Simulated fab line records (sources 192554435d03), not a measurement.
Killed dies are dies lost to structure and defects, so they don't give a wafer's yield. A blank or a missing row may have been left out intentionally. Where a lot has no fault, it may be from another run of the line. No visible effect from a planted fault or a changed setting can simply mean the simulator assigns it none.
fab line records | flow n5-finfet | part 1 of 2: steps 1 to 3 of 6
record: lots: 24 | wafers: 72 | last-day: 18
route steps=1938 shown BEOL_M0@716
lots with no fault: from the same line, run without faults
start-h: the number of hours between the record's first day and the start of the first shown wafer of the lot | wait-h: time in hours since the lot's previous step | " unchanged from the row above | L1.1+2: several wafers, shown together as one row | - no value, or no start given | * or withheld: withheld | < > ~ a bound
route shown NAME@n: a module of which the file shows steps, and the number in the route of the first | usual: mean and standard deviation over wafers with no fault | same: alike in all rows | chamber/n: place in a boat | sites: the reading at each site | _std_site: the values' standard deviation | _edge_site: mean of outer sites minus mean of inner sites | radius-mm: how far each site lies from the wafer's centre | mask NAME#n: copy n | behind: the most recent tool/chamber to have shaped the wafer | hold: what put the lot on hold/how long, in hours/how the hold closed | device: whichever transistor did not switch (one of n, p or np) | end of line: at the end of the route, the tests of the same wafers | a step without rows: its recipe alone | killed: at the first sort, the dies lost to defects and structure; wafer yield is something else | map: a wafer's dies, x killed, . not, _ none there
set.NAME: the setting as run; set.NAME@STEP: as run at that earlier step | model.NAME: the simulator's own value behind a step, which no gauge read
steps of the route over a sample of lots; a table a step, a row a wafer
services: the hour from which a tool's chamber was out of use, counted from the record's first day as start-h (under 0 if before that day), plus the number of hours and why
== steps ==
step: N5_BEOL_M0_HM_OPEN_105
recipe: chemistry: Cl2/BCl3 | target-depth-a: 120 | target: TiN | ion-energy-ev: 150 | pressure-mtorr: 10 | icp-w: 1000 | bias-w: 126 | Cl2_flow_sccm: 53.25 | bcl3-flow-sccm: 21.75 | Ar_flow_sccm: 25
usual: drypump-motor-current-A: 5.7/0.38 | oes-product-au: 0.71/0.14 | throttle-valve-pct: 22.04/0.23
lot.wafer | tool         | chamber | start-h | wait-h | drypump-motor-current-A | oes-product-au | rf-hours-counter-h | throttle-valve-pct
L074.1    | rie-metal-02 | 0       | 119.86  | 2.1    | 5.8                     | 0.59           | 132                | 22.29
L074.4    | "            | 1       | "       | "      | 5.8                     | 0.65           | -                  | 22.14
L074.6    | "            | 1       | "       | "      | 5.8                     | 0.65           | -                  | 22.16
L075.2    | rie-metal-03 | 0       | 123.64  | 0.1    | 5.9                     | 0.81           | 27                 | 22.09
L075.3    | "            | 1       | "       | "      | 5.3                     | 0.65           | -                  | 22.16
L075.6    | "            | 1       | "       | "      | 5.3                     | 0.65           | -                  | 22.15
L076.1    | rie-metal-01 | 0       | 136.72  | 0.1    | 6.2                     | 0.60           | 133                | 21.84
L076.3    | "            | 0       | "       | "      | 6.2                     | 0.60           | -                  | 21.84
L076.6    | "            | 0       | "       | "      | 6.2                     | 0.59           | -                  | 21.83
L078.2    | rie-metal-02 | 1       | 141.77  | 1.7    | 5.8                     | 0.65           | 118                | 22.14
L078.3    | "            | 0       | "       | "      | 5.8                     | 0.58           | -                  | 22.31
L078.5    | "            | 0       | "       | "      | 5.8                     | 0.58           | -                  | 22.28
L077.2    | rie-metal-02 | 0       | 147.04  | 2.6    | 5.8                     | 0.59           | -                  | 22.28
L077.4    | "            | 0       | "       | "      | 5.8                     | 0.58           | -                  | 22.29
L077.6    | "            | 0       | "       | "      | 5.8                     | 0.58           | -                  | 22.29
L079.1    | rie-metal-02 | 0       | 147.60  | 0.3    | 5.8                     | 0.59           | 134                | 22.30
L079.5    | "            | 0       | "       | "      | 5.8                     | 0.59           | -                  | 22.29
L079.6    | "            | 0       | "       | "      | 5.8                     | 0.58           | -                  | 22.30
L080.1    | rie-metal-01 | 1       | 150.20  | 0.4    | 5.0                     | 0.66           | 100                | 22.02
L080.3    | "            | 0       | "       | "      | 6.2                     | 0.59           | -                  | 21.82
L080.5    | "            | 1       | "       | "      | 5.0                     | 0.65           | -                  | 22.03
L081.1    | rie-metal-02 | 0       | 155.14  | 0.1    | 5.8                     | 0.58           | 135                | 22.30
L081.2    | "            | 1       | "       | "      | 5.8                     | 0.64           | 119                | 22.16
L081.4    | "            | 0       | "       | "      | 5.8                     | 0.58           | -                  | 22.32
L082.2    | rie-metal-01 | 1       | 159.88  | 2.1    | 5.0                     | 0.65           | 100                | 22.03
L082.3    | "            | 1       | "       | "      | 5.0                     | 0.65           | -                  | 22.03
L082.4    | "            | 0       | "       | "      | 6.2                     | 0.60           | -                  | 21.84
L083.1    | rie-metal-02 | 1       | 171.20  | 0.1    | 5.7                     | 0.64           | 122                | 22.18
L083.5    | "            | 1       | "       | "      | 5.7                     | 0.64           | -                  | 22.16
L083.6    | "            | 1       | "       | "      | 5.8                     | 0.64           | -                  | 22.17
L084.3    | rie-metal-03 | 0       | 177.40  | 0.2    | 5.9                     | 0.78           | -                  | 22.10
L084.4    | "            | 0       | "       | "      | 5.9                     | 0.78           | -                  | 22.10
L084.6    | "            | 0       | "       | "      | 5.9                     | 0.78           | -                  | 22.10
L085.1    | rie-metal-02 | 1       | 186.97  | 4.7    | 5.7                     | 0.64           | 124                | 22.15
L085.3    | "            | 1       | "       | "      | 5.8                     | 0.64           | -                  | 22.16
L085.5    | "            | 0       | "       | "      | 5.8                     | 0.96           | -                  | 21.97
L086.1    | rie-metal-02 | 0       | 193.30  | 0.1    | 5.8                     | 0.95           | 1                  | 21.98
L086.3    | "            | 0       | "       | "      | 5.8                     | 0.95           | -                  | 21.95
L086.6    | "            | 0       | "       | "      | 5.8                     | 0.96           | -                  | 21.96
L087.2    | rie-metal-01 | 0       | 195.85  | 0.1    | 6.2                     | 1.01           | 0                  | 21.46
L087.5    | "            | 1       | "       | "      | 5.0                     | 0.65           | -                  | 22.03
L087.6    | "            | 0       | "       | "      | 6.2                     | 1.01           | -                  | 21.46
L088.1    | rie-metal-03 | 1       | 202.79  | 0.6    | 5.3                     | 0.61           | 124                | 22.20
L088.4    | "            | 1       | "       | "      | 5.3                     | 0.62           | -                  | 22.21
L088.5    | "            | 1       | "       | "      | 5.3                     | 0.61           | -                  | 22.21
L089.1    | rie-metal-03 | 1       | 203.45  | 0.2    | 5.3                     | 0.62           | 124                | 22.20
L089.4    | "            | 1       | "       | "      | 5.3                     | 0.62           | -                  | 22.22
L089.6    | "            | 1       | "       | "      | 5.3                     | 0.62           | -                  | 22.20
L091.2    | rie-metal-01 | 0       | 215.61  | 1.2    | 6.2                     | 0.97           | 2                  | 21.44
L091.3    | "            | 1       | "       | "      | 5.0                     | 0.64           | -                  | 22.03
L091.5    | "            | 1       | "       | "      | 5.0                     | 0.64           | -                  | 22.04
L090.3    | rie-metal-02 | 1       | 215.66  | 4.3    | 5.8                     | 0.64           | -                  | 22.14
L090.4    | "            | 0       | "       | "      | 5.8                     | 0.93           | -                  | 21.97
L090.6    | "            | 0       | "       | "      | 5.8                     | 0.93           | -                  | 21.97
L093.3    | rie-metal-01 | 1       | 227.71  | 1.9    | 5.0                     | 0.64           | -                  | 22.05
L093.5    | "            | 1       | "       | "      | 5.0                     | 0.64           | -                  | 22.03
L093.6    | "            | 0       | "       | "      | 6.2                     | 0.95           | -                  | 21.47
L092.1    | rie-metal-02 | 0       | 228.78  | 4.4    | 5.8                     | 0.92           | 4                  | 21.97
L092.2    | "            | 1       | "       | "      | 5.8                     | 0.63           | 127                | 22.15
L092.5    | "            | 0       | "       | "      | 5.8                     | 0.92           | -                  | 21.96
L094.2    | rie-metal-01 | 1       | 243.74  | 2.9    | 5.0                     | 0.63           | 111                | 22.05
L094.3    | "            | 0       | "       | "      | 6.2                     | 0.94           | -                  | 21.47
L094.6    | "            | 1       | "       | "      | 5.0                     | 0.63           | -                  | 22.06
L095.2    | rie-metal-03 | 0       | 243.88  | 2.2    | 5.9                     | 0.77           | -                  | 22.08
L095.5    | "            | 0       | "       | "      | 5.9                     | 0.78           | -                  | 22.09
L095.6    | "            | 0       | "       | "      | 5.9                     | 0.77           | -                  | 22.10
L097.2    | rie-metal-01 | 1       | 253.91  | 0.4    | 5.0                     | 0.63           | 113                | 22.05
L097.3    | "            | 1       | "       | "      | 5.0                     | 0.62           | -                  | 22.06
L097.6    | "            | 1       | "       | "      | 5.0                     | 0.64           | -                  | 22.06
L096.4    | rie-metal-02 | 0       | 254.32  | 3.3    | 5.8                     | 0.90           | -                  | 22.00
L096.5    | "            | 0       | "       | "      | 5.8                     | 0.90           | -                  | 21.97
L096.6    | "            | 0       | "       | "      | 5.8                     | 0.90           | -                  | 21.98
step: N5_BEOL_M0_STRIP_140
recipe: chemistry: CF4 | resist: SiARC | power-w: 300 | bias-power-w: 75 | pressure-mtorr: 50 | cf4-flow-sccm: 150 | rf-frequency-hz: 6e+07
usual: drypump-motor-current-A: 5.9/0.41 | oes-product-au: 0.79/0.083 | rf-vpp-V: 271.5/1.8 | showerhead-plenum-p-Torr: 1.81/0.064 | throttle-valve-pct: 13.51/0.22
lot.wafer | tool        | chamber | start-h | wait-h | drypump-motor-current-A | oes-product-au | rf-hours-counter-h | rf-vpp-V | showerhead-plenum-p-Torr | throttle-valve-pct
L074.1    | rie-diel-04 | 0       | 120.09  | 0.2    | 5.9                     | 0.92           | 15                 | 273.8    | 1.88                     | 13.47
L074.4    | "           | 2       | "       | "      | 5.9                     | 0.86           | 51                 | 274.2    | 1.90                     | 13.48
L074.6    | "           | 1       | "       | "      | 5.8                     | 0.71           | -                  | 273.8    | 1.81                     | 13.69
L075.2    | rie-diel-04 | 1       | 123.81  | 0.1    | 5.8                     | 0.70           | 231                | 270.2    | 1.81                     | 13.65
L075.3    | "           | 2       | "       | "      | 5.9                     | 0.86           | 52                 | 271.5    | 1.90                     | 13.47
L075.6    | "           | 1       | "       | "      | 5.9                     | 0.71           | -                  | 272.7    | 1.81                     | 13.67
L076.1    | rie-diel-06 | 2       | 136.97  | 0.2    | 4.9                     | 0.74           | 192                | 271.8    | 1.78                     | 13.57
L076.3    | "           | 0       | "       | "      | 6.4                     | 0.77           | 112                | 270.5    | 1.82                     | 13.44
L076.6    | "           | 1       | "       | "      | 5.7                     | 0.83           | -                  | 269.3    | 1.75                     | 13.31
L078.2    | rie-diel-02 | 0       | 142.05  | 0.2    | 5.8                     | 0.73           | 168                | 269.4    | 1.72                     | 13.52
L078.3    | "           | 3       | "       | "      | 6.8                     | 0.67           | 222                | 269.1    | 1.76                     | 13.98
L078.5    | "           | 2       | "       | "      | 5.9                     | 0.70           | -                  | 272.3    | 1.79                     | 13.78
L077.2    | rie-diel-06 | 0       | 147.34  | 0.2    | 6.4                     | 0.76           | 116                | 270.7    | 1.82                     | 13.45
L077.4    | "           | 1       | "       | "      | 5.7                     | 0.82           | -                  | 268.3    | 1.75                     | 13.34
L077.6    | "           | 2       | "       | "      | 4.9                     | 0.73           | -                  | 270.8    | 1.78                     | 13.59
L079.1    | rie-diel-06 | 0       | 148.01  | 0.4    | 6.4                     | 0.76           | 117                | 270.8    | 1.82                     | 13.45
L079.5    | "           | 0       | "       | "      | 6.3                     | 0.77           | -                  | 269.8    | 1.82                     | 13.47
L079.6    | "           | 1       | "       | "      | 5.7                     | 0.82           | -                  | 272.2    | 1.75                     | 13.37
L080.1    | rie-diel-06 | 0       | 150.62  | 0.4    | 6.4                     | 0.76           | 118                | 272.1    | 1.82                     | 13.46
L080.3    | "           | 1       | "       | "      | 5.7                     | 0.83           | 73                 | 268.8    | 1.74                     | 13.35
L080.5    | "           | 2       | "       | "      | 4.9                     | 0.73           | -                  | 269.9    | 1.78                     | 13.57
L081.1    | rie-diel-04 | 2       | 155.33  | 0.1    | 5.9                     | 0.83           | 65                 | 272.2    | 1.90                     | 13.52
L081.2    | "           | 0       | "       | "      | 5.9                     | 0.90           | 28                 | 274.7    | 1.88                     | 13.49
L081.4    | "           | 1       | "       | "      | 5.8                     | 0.69           | 244                | 271.9    | 1.81                     | 13.71
L082.2    | rie-diel-04 | 3       | 160.11  | 0.2    | 5.8                     | 0.68           | 239                | 269.4    | 1.72                     | 13.57
L082.3    | "           | 2       | "       | "      | 5.9                     | 0.82           | 67                 | 273.2    | 1.90                     | 13.50
L082.4    | "           | 0       | "       | "      | 5.9                     | 0.89           | 30                 | 273.6    | 1.88                     | 13.50
L083.1    | rie-diel-04 | 2       | 171.53  | 0.3    | 6.0                     | 0.83           | 73                 | 273.6    | 1.89                     | 13.56
L083.5    | "           | 0       | "       | "      | 5.9                     | 0.87           | -                  | 274.1    | 1.88                     | 13.51
L083.6    | "           | 3       | "       | "      | 5.8                     | 0.67           | -                  | 269.4    | 1.72                     | 13.56
L084.3    | rie-diel-06 | 2       | 177.90  | 0.5    | 4.9                     | 0.72           | 214                | 272.5    | 1.78                     | 13.63
L084.4    | "           | 2       | "       | "      | 4.9                     | 0.72           | -                  | 270.9    | 1.78                     | 13.61
L084.6    | "           | 0       | "       | "      | 6.4                     | 0.75           | -                  | 270.5    | 1.81                     | 13.52
L085.1    | rie-diel-06 | 2       | 187.14  | 0.1    | 4.9                     | 0.71           | 219                | 270.4    | 1.78                     | 13.65
L085.3    | "           | 0       | "       | "      | 6.4                     | 0.74           | 138                | 271.9    | 1.81                     | 13.49
L085.5    | "           | 2       | "       | "      | 4.9                     | 0.71           | -                  | 270.2    | 1.77                     | 13.66
L086.1    | rie-diel-02 | 0       | 193.47  | 0.1    | 5.8                     | 0.73           | 183                | 270.1    | 1.72                     | 13.56
L086.3    | "           | 2       | "       | "      | 5.9                     | 0.69           | 243                | 269.6    | 1.78                     | 13.80
L086.6    | "           | 1       | "       | "      | 6.3                     | 0.82           | -                  | 273.8    | 1.81                     | 13.44
L087.2    | rie-diel-02 | 1       | 196.22  | 0.3    | 6.3                     | 0.84           | 63                 | 271.2    | 1.81                     | 13.43
L087.5    | "           | 1       | "       | "      | 6.3                     | 0.84           | -                  | 270.5    | 1.81                     | 13.43
L087.6    | "           | 0       | "       | "      | 5.8                     | 0.73           | -                  | 269.0    | 1.72                     | 13.56
L088.1    | rie-diel-02 | 2       | 203.28  | 0.4    | 5.8                     | 0.69           | 246                | 269.6    | 1.78                     | 13.83
L088.4    | "           | 1       | "       | "      | 6.3                     | 0.82           | 67                 | 272.5    | 1.81                     | 13.46
L088.5    | "           | 0       | "       | "      | 5.8                     | 0.71           | -                  | 268.7    | 1.72                     | 13.54
L089.1    | rie-diel-02 | 2       | 203.78  | 0.3    | 5.9                     | 0.69           | 247                | 269.4    | 1.78                     | 13.82
L089.4    | "           | 3       | "       | "      | 6.8                     | 0.66           | 241                | 270.0    | 1.75                     | 14.05
L089.6    | "           | 2       | "       | "      | 5.9                     | 0.68           | -                  | 270.3    | 1.78                     | 13.80
L090.3    | rie-diel-04 | 0       | 215.78  | 0.1    | 5.9                     | 0.85           | 55                 | 271.6    | 1.87                     | 13.56
L090.4    | "           | 3       | "       | "      | 5.8                     | 0.95           | 3                  | 275.5    | 1.93                     | 13.04
L090.6    | "           | 0       | "       | "      | 5.9                     | 0.85           | -                  | 273.2    | 1.87                     | 13.56
L091.2    | rie-diel-02 | 3       | 215.78  | 0.1    | 6.8                     | 0.67           | 247                | 271.8    | 1.75                     | 14.05
L091.3    | "           | 1       | "       | "      | 6.3                     | 0.82           | 72                 | 270.1    | 1.81                     | 13.43
L091.5    | "           | 0       | "       | "      | 5.8                     | 0.71           | -                  | 270.1    | 1.72                     | 13.59
L093.3    | rie-diel-04 | 2       | 227.89  | 0.1    | 5.9                     | 0.81           | 95                 | 273.9    | 1.89                     | 13.58
L093.5    | "           | 2       | "       | "      | 5.9                     | 0.79           | -                  | 274.9    | 1.89                     | 13.57
L093.6    | "           | 3       | "       | "      | 5.8                     | 0.95           | -                  | 275.2    | 1.93                     | 13.04
L092.1    | rie-diel-04 | 1       | 229.15  | 0.3    | 5.8                     | 0.89           | 13                 | 269.6    | 1.80                     | 13.17
L092.2    | "           | 3       | "       | "      | 5.8                     | 0.93           | 7                  | 272.4    | 1.92                     | 13.02
L092.5    | "           | 0       | "       | "      | 5.9                     | 0.86           | -                  | 272.0    | 1.87                     | 13.57
L094.2    | rie-diel-04 | 3       | 244.01  | 0.2    | 5.8                     | 0.92           | 11                 | 273.3    | 1.92                     | 13.06
L094.3    | "           | 2       | "       | "      | 6.0                     | 0.79           | 101                | 273.3    | 1.89                     | 13.59
L094.6    | "           | 3       | "       | "      | 5.8                     | 0.93           | -                  | 273.3    | 1.92                     | 13.07
L095.2    | rie-diel-02 | 2       | 244.20  | 0.3    | 5.8                     | 0.98           | 3                  | 271.0    | 1.78                     | 13.28
L095.5    | "           | 1       | "       | "      | 6.3                     | 0.80           | -                  | 272.3    | 1.80                     | 13.47
L095.6    | "           | 2       | "       | "      | 5.8                     | 0.97           | -                  | 272.4    | 1.78                     | 13.29
L097.2    | rie-diel-04 | 0       | 254.30  | 0.3    | 5.9                     | 0.84           | 66                 | 274.6    | 1.87                     | 13.57
L097.3    | "           | 2       | "       | "      | 5.9                     | 0.78           | 104                | 271.4    | 1.89                     | 13.59
L097.6    | "           | 2       | "       | "      | 5.9                     | 0.78           | -                  | 272.6    | 1.89                     | 13.61
L096.4    | rie-diel-04 | 1       | 254.54  | 0.2    | 5.8                     | 0.88           | 22                 | 272.4    | 1.80                     | 13.21
L096.5    | "           | 2       | "       | "      | 5.9                     | 0.79           | -                  | 273.2    | 1.88                     | 13.60
L096.6    | "           | 1       | "       | "      | 5.8                     | 0.87           | -                  | 272.2    | 1.80                     | 13.22
step: N5_BEOL_M0_STRIP_104
recipe: chemistry: N2/H2 | power-w: 450 | temp-c: 40 | pressure-mtorr: 20 | rf-frequency-hz: 6e+07 | overash-fraction: 0.3 | bias-power-w: 7 | h2-frac: 0.5 | n2-flow-sccm: 200 | h2-flow-sccm: 200
usual: drypump-motor-current-A: 5.9/0.41 | oes-product-au: 0.80/0.091 | rf-vpp-V: 59.5/1.7 | showerhead-plenum-p-Torr: 2.56/0.1 | temp-c: 40.01/0.12 | throttle-valve-pct: 23.6/0.39
lot.wafer | tool        | chamber | start-h | wait-h | drypump-motor-current-A | oes-product-au | rf-hours-counter-h | rf-vpp-V | showerhead-plenum-p-Torr | temp-c | throttle-valve-pct
L074.1    | rie-diel-04 | 0       | 120.11  | 0.0    | 5.9                     | 0.96           | 15                 | 59.1     | 2.72                     | 40.13  | 24.1
L074.4    | "           | 2       | "       | "      | 6.0                     | 0.87           | 51                 | 62.4     | 2.68                     | 39.96  | 23.7
L074.6    | "           | 1       | "       | "      | 5.8                     | 0.71           | -                  | 58.9     | 2.61                     | 40.16  | 23.5
L075.2    | rie-diel-04 | 1       | 123.83  | 0.0    | 5.8                     | 0.71           | 231                | 57.6     | 2.61                     | 39.78  | 23.5
L075.3    | "           | 2       | "       | "      | 5.9                     | 0.88           | 52                 | 57.1     | 2.68                     | 39.89  | 23.7
L075.6    | "           | 1       | "       | "      | 5.8                     | 0.71           | -                  | 60.0     | 2.61                     | 39.88  | 23.6
L076.1    | rie-diel-06 | 2       | 136.99  | 0.0    | 4.9                     | 0.72           | 192                | 57.2     | 2.53                     | 40.07  | 24.1
L076.3    | "           | 0       | "       | "      | 6.4                     | 0.77           | 112                | 58.6     | 2.57                     | 39.95  | 23.6
L076.6    | "           | 1       | "       | "      | 5.8                     | 0.83           | -                  | 58.7     | 2.47                     | 39.90  | 23.4
L078.2    | rie-diel-02 | 0       | 142.07  | 0.0    | 5.8                     | 0.73           | 168                | 59.1     | 2.41                     | 39.93  | 23.3
L078.3    | "           | 3       | "       | "      | 6.8                     | 0.69           | 222                | 61.5     | 2.49                     | 39.94  | 24.0
L078.5    | "           | 2       | "       | "      | 5.9                     | 0.71           | -                  | 59.1     | 2.48                     | 40.29  | 23.2
L077.2    | rie-diel-06 | 0       | 147.36  | 0.0    | 6.4                     | 0.76           | 116                | 62.6     | 2.57                     | 39.94  | 23.7
L077.4    | "           | 1       | "       | "      | 5.8                     | 0.83           | -                  | 59.8     | 2.47                     | 40.25  | 23.4
L077.6    | "           | 2       | "       | "      | 4.9                     | 0.73           | -                  | 60.4     | 2.53                     | 40.15  | 24.1
L079.1    | rie-diel-06 | 0       | 148.03  | 0.0    | 6.4                     | 0.75           | 117                | 59.0     | 2.57                     | 39.87  | 23.7
L079.5    | "           | 0       | "       | "      | 6.4                     | 0.76           | -                  | 61.8     | 2.57                     | 39.73  | 23.7
L079.6    | "           | 1       | "       | "      | 5.8                     | 0.82           | -                  | 59.0     | 2.47                     | 39.86  | 23.4
L080.1    | rie-diel-06 | 0       | 150.64  | 0.0    | 6.4                     | 0.76           | 118                | 59.9     | 2.57                     | 40.04  | 23.7
L080.3    | "           | 1       | "       | "      | 5.8                     | 0.84           | 73                 | 59.1     | 2.47                     | 40.05  | 23.4
L080.5    | "           | 2       | "       | "      | 4.9                     | 0.72           | -                  | 59.4     | 2.53                     | 40.12  | 24.1
L081.1    | rie-diel-04 | 2       | 155.35  | 0.0    | 6.0                     | 0.84           | 65                 | 61.3     | 2.68                     | 39.96  | 23.7
L081.2    | "           | 0       | "       | "      | 5.9                     | 0.92           | 28                 | 59.3     | 2.71                     | 40.04  | 24.1
L081.4    | "           | 1       | "       | "      | 5.8                     | 0.71           | 244                | 59.0     | 2.60                     | 40.03  | 23.5
L082.2    | rie-diel-04 | 3       | 160.13  | 0.0    | 5.9                     | 0.68           | 239                | 60.3     | 2.40                     | 40.07  | 23.2
L082.3    | "           | 2       | "       | "      | 6.0                     | 0.83           | 67                 | 59.4     | 2.68                     | 39.94  | 23.7
L082.4    | "           | 0       | "       | "      | 5.9                     | 0.90           | 30                 | 61.4     | 2.71                     | 40.09  | 24.2
L083.1    | rie-diel-04 | 2       | 171.55  | 0.0    | 6.0                     | 0.84           | 73                 | 58.3     | 2.67                     | 39.86  | 23.7
L083.5    | "           | 0       | "       | "      | 5.9                     | 0.90           | -                  | 59.2     | 2.71                     | 39.98  | 24.1
L083.6    | "           | 3       | "       | "      | 5.8                     | 0.68           | -                  | 56.7     | 2.40                     | 39.81  | 23.2
L084.3    | rie-diel-06 | 2       | 177.92  | 0.0    | 4.9                     | 0.72           | 214                | 59.2     | 2.52                     | 39.86  | 24.1
L084.4    | "           | 2       | "       | "      | 4.9                     | 0.72           | -                  | 58.2     | 2.52                     | 40.05  | 24.2
L084.6    | "           | 0       | "       | "      | 6.4                     | 0.75           | -                  | 58.7     | 2.56                     | 40.24  | 23.7
L085.1    | rie-diel-06 | 2       | 187.16  | 0.0    | 4.9                     | 0.71           | 219                | 59.8     | 2.52                     | 40.06  | 24.1
L085.3    | "           | 0       | "       | "      | 6.4                     | 0.75           | 138                | 57.2     | 2.56                     | 40.11  | 23.7
L085.5    | "           | 2       | "       | "      | 4.9                     | 0.73           | -                  | 58.4     | 2.52                     | 40.17  | 24.1
L086.1    | rie-diel-02 | 0       | 193.49  | 0.0    | 5.8                     | 0.70           | 183                | 57.9     | 2.40                     | 40.18  | 23.3
L086.3    | "           | 2       | "       | "      | 5.9                     | 0.68           | 243                | 57.4     | 2.48                     | 39.78  | 23.2
L086.6    | "           | 1       | "       | "      | 6.3                     | 0.85           | -                  | 62.8     | 2.57                     | 40.00  | 23.5
L087.2    | rie-diel-02 | 1       | 196.24  | 0.0    | 6.3                     | 0.83           | 63                 | 57.7     | 2.57                     | 40.11  | 23.5
L087.5    | "           | 1       | "       | "      | 6.3                     | 0.85           | -                  | 59.8     | 2.57                     | 39.92  | 23.5
L087.6    | "           | 0       | "       | "      | 5.8                     | 0.72           | -                  | 60.8     | 2.40                     | 40.13  | 23.3
L088.1    | rie-diel-02 | 2       | 203.30  | 0.0    | 5.9                     | 0.70           | 246                | 58.8     | 2.48                     | 40.00  | 23.2
L088.4    | "           | 1       | "       | "      | 6.3                     | 0.84           | 67                 | 59.6     | 2.56                     | 40.29  | 23.5
L088.5    | "           | 0       | "       | "      | 5.8                     | 0.71           | -                  | 58.0     | 2.40                     | 39.93  | 23.3
L089.1    | rie-diel-02 | 2       | 203.80  | 0.0    | 5.9                     | 0.70           | 247                | 57.1     | 2.48                     | 40.14  | 23.3
L089.4    | "           | 3       | "       | "      | 6.8                     | 0.68           | 241                | 59.4     | 2.48                     | 40.02  | 24.0
L089.6    | "           | 2       | "       | "      | 5.8                     | 0.70           | -                  | 59.3     | 2.48                     | 40.02  | 23.2
L090.3    | rie-diel-04 | 0       | 215.80  | 0.0    | 5.9                     | 0.86           | 55                 | 58.8     | 2.70                     | 40.19  | 24.2
L090.4    | "           | 3       | "       | "      | 5.9                     | 1.00           | 3                  | 61.5     | 2.72                     | 40.10  | 22.8
L090.6    | "           | 0       | "       | "      | 5.9                     | 0.86           | -                  | 60.0     | 2.70                     | 40.04  | 24.1
L091.2    | rie-diel-02 | 3       | 215.80  | 0.0    | 6.8                     | 0.68           | 247                | 59.7     | 2.48                     | 40.18  | 24.0
L091.3    | "           | 1       | "       | "      | 6.3                     | 0.84           | 72                 | 58.3     | 2.56                     | 39.99  | 23.5
L091.5    | "           | 0       | "       | "      | 5.8                     | 0.70           | -                  | 57.0     | 2.40                     | 40.01  | 23.3
L093.3    | rie-diel-04 | 2       | 227.91  | 0.0    | 6.0                     | 0.81           | 95                 | 60.7     | 2.66                     | 39.83  | 23.7
L093.5    | "           | 2       | "       | "      | 5.9                     | 0.81           | -                  | 60.0     | 2.66                     | 40.15  | 23.7
L093.6    | "           | 3       | "       | "      | 5.8                     | 0.97           | -                  | 58.9     | 2.71                     | 39.99  | 22.8
L092.1    | rie-diel-04 | 1       | 229.17  | 0.0    | 5.9                     | 0.94           | 13                 | 61.7     | 2.59                     | 40.05  | 23.3
L092.2    | "           | 3       | "       | "      | 5.9                     | 0.97           | 7                  | 60.3     | 2.71                     | 39.96  | 22.8
L092.5    | "           | 0       | "       | "      | 5.9                     | 0.87           | -                  | 59.1     | 2.70                     | 40.06  | 24.2
L094.2    | rie-diel-04 | 3       | 244.03  | 0.0    | 5.8                     | 0.95           | 11                 | 61.7     | 2.71                     | 40.07  | 22.8
L094.3    | "           | 2       | "       | "      | 5.9                     | 0.79           | 101                | 61.6     | 2.66                     | 40.10  | 23.7
L094.6    | "           | 3       | "       | "      | 5.8                     | 0.96           | -                  | 59.0     | 2.71                     | 40.13  | 22.8
L095.2    | rie-diel-02 | 2       | 244.22  | 0.0    | 5.9                     | 1.00           | 3                  | 60.4     | 2.47                     | 39.90  | 23.0
L095.5    | "           | 1       | "       | "      | 6.3                     | 0.82           | -                  | 57.9     | 2.56                     | 40.03  | 23.5
L095.6    | "           | 2       | "       | "      | 5.8                     | 0.99           | -                  | 59.7     | 2.47                     | 39.91  | 23.0
L097.2    | rie-diel-04 | 0       | 254.32  | 0.0    | 5.9                     | 0.84           | 66                 | 60.7     | 2.70                     | 39.80  | 24.2
L097.3    | "           | 2       | "       | "      | 6.0                     | 0.80           | 104                | 62.1     | 2.66                     | 40.04  | 23.7
L097.6    | "           | 2       | "       | "      | 6.0                     | 0.79           | -                  | 58.4     | 2.66                     | 40.16  | 23.7
L096.4    | rie-diel-04 | 1       | 254.56  | 0.0    | 5.9                     | 0.91           | 22                 | 59.8     | 2.59                     | 40.00  | 23.3
L096.5    | "           | 2       | "       | "      | 5.9                     | 0.79           | -                  | 59.4     | 2.66                     | 39.96  | 23.7
L096.6    | "           | 1       | "       | "      | 5.8                     | 0.92           | -                  | 58.1     | 2.59                     | 39.87  | 23.3
